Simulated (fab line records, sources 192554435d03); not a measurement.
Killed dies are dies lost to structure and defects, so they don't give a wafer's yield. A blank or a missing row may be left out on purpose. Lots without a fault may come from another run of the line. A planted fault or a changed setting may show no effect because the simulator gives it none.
A struck lot beside a sound one | flow n5_finfet | 18 steps out of a route of 1938
Sound: wafers L300.1, L300.2, L300.3. Struck: wafers L306.1, L306.2. The cause comes at the end.
At each step with rows: each side's tool, then ch and its chambers, then its first start. Under that, the readings that differ: sound wafers | struck wafers | difference of the means | sigmas: that difference in standard deviations of wafers without a fault.
alike: readings whose means differ by less than 2 such deviations, and words and numbers that are the same on both sides. not compared: withheld readings, readings that some wafer has no value for, bounds like >300 that may hide the same value, and numbers for which the record gives no deviation and whose values overlap.
The two part at a step that has a row with sigmas, a row that says differs or no value, or rows on one side only. Numbers that don't overlap but have no deviation are shown without sigmas and don't part them. A reading that every wafer of one side lacks parts them only if that side has two wafers or more.

first, 7 steps without rows for these wafers: N5_BEOL_M0_SAQP_COAT_82 (time 60 s, resist thk 30 nm); N5_BEOL_M0_SAQP_COAT_08 (resist thk 90 nm); N5_BEOL_M0_SAQP_EBR_10; N5_BEOL_M0_SAQP_SOFTBAKE_09 (time 60 s); N5_BEOL_M0_SAQP_EXPOSE_11 (exposes mask M0 CORE, target cd 42 nm); N5_BEOL_M0_SAQP_PEB_12 (peb time 60 s); N5_BEOL_M0_SAQP_DEVELOP_13 (develop time 30 s).
N5_BEOL_M0_SAQP_CD_MEAS_14: target cd 42.5 nm.
  sound on cd_sem-02 ch 0, day 6 13:04; struck on cd_sem-01 ch 0, day 7 16:17
  alike: cd_nm
N5_BEOL_M0_SAQP_OVL_MEAS_15:
  sound on overlay-02 ch 0, day 6 13:06; struck on overlay-01 ch 0, day 7 16:19
  alike: M0_CORE_OVL
N5_BEOL_M0_SAQP_INSPECT_16: inspects for defects (brightfield).
  sound on defect_inspect-02, day 6 13:07; struck on defect_inspect-01, day 7 16:20
  alike: raw_defect_count
N5_BEOL_M0_SAQP_DESCUM_19: chemistry O2, time 7.9 s.
  sound on rie_diel-01 ch 0,1,3, day 6 13:41; struck on rie_diel-01 ch 0,3, day 7 16:33
  alike: drypump_motor_current_A, oes_product_au, rf_vpp_V, showerhead_plenum_p_Torr, temp_c, throttle_valve_pct
  not compared: rf_hours_counter_h
N5_BEOL_M0_SAQP_ETCH_83: etches SiARC in CF4, target depth 39 nm, time 65 s.
  sound on rie_diel-01 ch 0,1,3, day 6 13:43; struck on rie_diel-01 ch 0,3, day 7 16:35
  alike: drypump_motor_current_A, etch_rf_on_time_s, oes_product_au, rf_vpp_V, showerhead_plenum_p_Torr, throttle_valve_pct
  not compared: rf_hours_counter_h
N5_BEOL_M0_SAQP_ETCH_84: etches SOC in N2/H2, target depth 100 nm, overetch 20 nm, time 150 s.
  sound on rie_diel-01 ch 0,1,3, day 6 13:46; struck on rie_diel-01 ch 0,3, day 7 16:38
  reading                                         | sound          | struck    | difference | sigmas
  model.SiARC_of_BEOL_M0_SAQP_COAT_82.thk_nm (nm) | 24.4 24.8 24.2 | 20.6 21.6 | -3.4       |
  alike: drypump_motor_current_A, n2_flow_sccm, oes_product_au, rf_vpp_V, showerhead_plenum_p_Torr, temp_c, throttle_valve_pct
  not compared: rf_hours_counter_h
then, 1 step without rows for these wafers: N5_BEOL_M0_SAQP_STRIP_80 (strips in N2/H2).
N5_BEOL_M0_SAQP_HM_OPEN_112: chemistry CHF3/O2, target SiO2, stops on a-Si, target depth 12 nm, time 13.5 s.
  sound on rie_diel-01 ch 0,1,3, day 6 13:52; struck on rie_diel-01 ch 0,3, day 7 16:45
  reading                                         | sound     | struck  | difference | sigmas
  model.SiARC_of_BEOL_M0_SAQP_COAT_82.thk_nm (nm) | 5.6 7.2 5 | 1.2 3.6 | -3.5       |
  alike: O2_flow_sccm, drypump_motor_current_A, oes_product_au, rf_vpp_V, showerhead_plenum_p_Torr, throttle_valve_pct
  not compared: rf_hours_counter_h
then, 1 step without rows for these wafers: N5_BEOL_M0_SAQP_STRIP_113 (strips in CHF3/O2).
-- the record jumps here: 2 days lie between the struck wafers' starts before and after (it left off in module BEOL_M0_SAQP and takes up again in module BEOL_M4, whose first step shown is number 1111 of the route) --
N5_BEOL_M4_RC_MEAS_101:
  sound on prober-02 ch 0, day 8 21:28; struck on prober-02 ch 0, day 9 23:50
  alike: DIBL_N, DIBL_P, IOFF_N, IOFF_P, ION_N, ION_P, SS_N, SS_P, VT_N, VT_P
-- the record jumps here: 4 days lie between the struck wafers' starts before and after (it left off in module BEOL_M4 and takes up again in module PASSIVATION, whose first step shown is number 1936 of the route) --
N5_PASSIVATION_PROBE_49:
  sound on prober-01, day 13 06:03; struck on prober-01, day 14 00:52
  alike: defect_limited_yield, killed_at_M0_to_M3, killed_at_M4_up, killed_at_contacts, killed_at_front_end, killed_at_other, killed_dies, killed_open, killed_short, sort_bin_4_leakage, sort_bin_5_function, sort_bin_6_memory, sort_bin_8_speed, sort_n_pass, sort_yield_pct

WHERE THEY PART
Nowhere in this record.

WHY: what the simulator had put in
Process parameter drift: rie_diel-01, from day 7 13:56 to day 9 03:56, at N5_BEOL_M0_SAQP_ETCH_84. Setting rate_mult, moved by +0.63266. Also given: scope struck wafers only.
